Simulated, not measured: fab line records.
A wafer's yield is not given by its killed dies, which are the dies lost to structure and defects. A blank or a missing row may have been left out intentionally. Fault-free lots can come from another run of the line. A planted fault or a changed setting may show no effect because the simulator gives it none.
Chamber matching    flow n5Finfet    4 sister chambers for N5_BEOL_M8_ETCH_72 on rieDiel-06
The step etches underlayer in N2/H2, target depth 6.5 nm, time 5.2 s. 18 wafers are shown with their chamber, then 9 later ones without.

## WAFERS WITH THEIR CHAMBER
wafer   chamber  showerheadPlenumPTorr (Torr)  drypumpMotorCurrentA (A)  throttleValvePct (%)
L074.1  2        2.69                          6.4                       17.55
L074.4  3        2.47                          5.7                       17.22
L074.5  2        2.69                          6.4                       17.51
L079.1  0        2.49                          4.8                       17.98
L079.2  2        2.69                          6.5                       17.55
L079.5  1        2.57                          5.6                       17.46
L082.1  0        2.49                          4.8                       18.00
L082.2  2        2.68                          6.4                       17.58
L082.3  1        2.57                          5.6                       17.47
L083.4  3        2.46                          5.7                       17.25
L083.5  1        2.57                          5.6                       17.45
L083.6  0        2.49                          4.9                       18.00
L085.4  0        2.49                          4.8                       18.00
L085.5  1        2.57                          5.6                       17.47
L085.6  0        2.49                          4.9                       18.02
L084.2  2        2.68                          6.4                       17.57
L084.3  3        2.46                          5.7                       17.24
L084.4  0        2.49                          4.8                       18.01

SIGNATURES, as means of the wafers listed above
reading                chamber 0  chamber 1  chamber 2  chamber 3  scatter within a chamber
showerheadPlenumPTorr  2.4900     2.5700     2.6860     2.4633     0.00365
drypumpMotorCurrentA   4.833      5.600      6.420      5.700      0.039
throttleValvePct       18.0017    17.4625    17.5520    17.2367    0.0179
Rule: distance of a wafer from a chamber = root of the sum over the readings of ((wafer's reading minus chamber's mean) / reading's scatter) squared. If the next closest chamber is less than 2 further off than the closest, the wafer can't be placed; otherwise it belongs to the closest. How the scatter is found: for the shown wafers, subtract from each reading the mean of its chamber, square and add these, divide the total by (wafers less chambers), then take the root.

## WAFERS MISSING THEIR CHAMBER
wafer   showerheadPlenumPTorr (Torr)  drypumpMotorCurrentA (A)  throttleValvePct (%)
L090.3  2.45                          5.7                       17.27
L090.4  2.68                          6.4                       17.59
L090.6  2.45                          5.7                       17.24
L093.1  2.45                          5.7                       17.26
L093.2  2.67                          6.4                       17.60
L093.6  2.45                          5.7                       17.27
L095.1  2.67                          6.4                       17.61
L095.3  2.48                          4.9                       18.04
L095.5  2.56                          5.5                       17.50

## THE CHAMBER EACH PASSED THROUGH
wafer   from the rows above  in truth
L090.3  3                    3
L090.4  2                    2
L090.6  3                    3
L093.1  3                    3
L093.2  2                    2
L093.6  3                    3
L095.1  2                    2
L095.3  0                    0
L095.5  1                    1
Correctly placed: 9 of 9. Left unplaced by these rows: 0. Wrongly placed: 0.
